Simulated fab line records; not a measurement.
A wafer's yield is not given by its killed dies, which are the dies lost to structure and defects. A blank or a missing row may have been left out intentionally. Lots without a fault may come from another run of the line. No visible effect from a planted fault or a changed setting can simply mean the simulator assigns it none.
Problem report in the 8D (eight disciplines) form, filled by code ; flow nandHarc ; the parts of the form that need people (team, actions taken, sign-off) are left out

1. PROBLEM STATEMENT
overlayXNm at NHARC_A_BLC_OVL_MEAS_11 reads a mean of 4.0 nm on 6 wafers of 2 lots; wafers without a fault read 0.1 nm with a standard deviation of 0.69. Relative to the usual mean, that is a shift of +5.7 standard deviations.
First seen on wafer L267.1, day 27 11:20, on overlay-02. At this step, 36 wafers from 12 lots have a number in the record. Rule for "out" (also "out of limits"): further than 4 standard deviations from the usual mean. All remaining wafers that have a number are taken as sound.

2. WHAT IT IS, WHAT IT ISN'T
question;is;is not
which readings at this step;overlayXNm;overlayYNm
which lots;L267, L273;L255, L256, L257, L258, L259, L263, L264, L266, L276, L278
which wafers of those lots;all that have a number;-
read on which gauges;overlay-02;overlay-01
when;from day 27 11:20;"up to then (24 sound wafers); but 6 sound wafers of L276, L278 came after"

3. SUSPECTS, AND WHAT RULES EACH OUT
Counting: a tool at a process step up to the reading stays a suspect if it ran every lot that is out and no sound lot after the first of them.
- the gauge at NHARC_A_BLC_OVL_MEAS_11: kept. All the wafers that are out were read on overlay-02, and no step on other tools shows them out.
- arfiScanner-03 at NHARC_A_BLC_EXPOSE_07 (exposes mask A BLC, target cd 100 nm): kept. Every lot that is out went through it, starting with L267 (day 27 11:06), and after that it ran no sound lot; the last sound lot it ran before then is L266 (day 26 21:28).
What counting leaves: arfiScanner-03 at NHARC_A_BLC_EXPOSE_07 and overlay-02 at NHARC_A_BLC_OVL_MEAS_11.

4. THE CAUSE (what the simulator had put in)
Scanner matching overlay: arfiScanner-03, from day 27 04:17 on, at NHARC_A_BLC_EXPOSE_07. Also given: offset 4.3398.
Counting left 2 suspects, and this tool is among them.

5. SEQUENCE OF EFFECTS, ordered by route
One row per reading whose mean, taken over the struck wafers that have a number, lies over 3 standard deviations from the usual. Only readings for which the record gives a usual standard deviation are gone through. hours: the time from each lot's start at the first step in this table that gives one to its start at this step, as a median over the lots. sigmas: the change in usual standard deviations.
hours;step;reading;usual;on struck wafers;change;sigmas
0;NHARC_A_BLC_OVL_MEAS_11;overlayXNm;0.1 nm;4.0;+3.9;+5.7

6. WHAT WOULD HAVE CAUGHT IT SOONER
In this record the first reading out of limits at a measuring or inspecting step was taken at day 27 11:20, 7 hours after the fault began at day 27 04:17.
Of the lots that are out (2), L273 began NHARC_A_BLC_EXPOSE_07 on arfiScanner-03 after day 27 11:20. A hold on the tool at that time would have spared it.
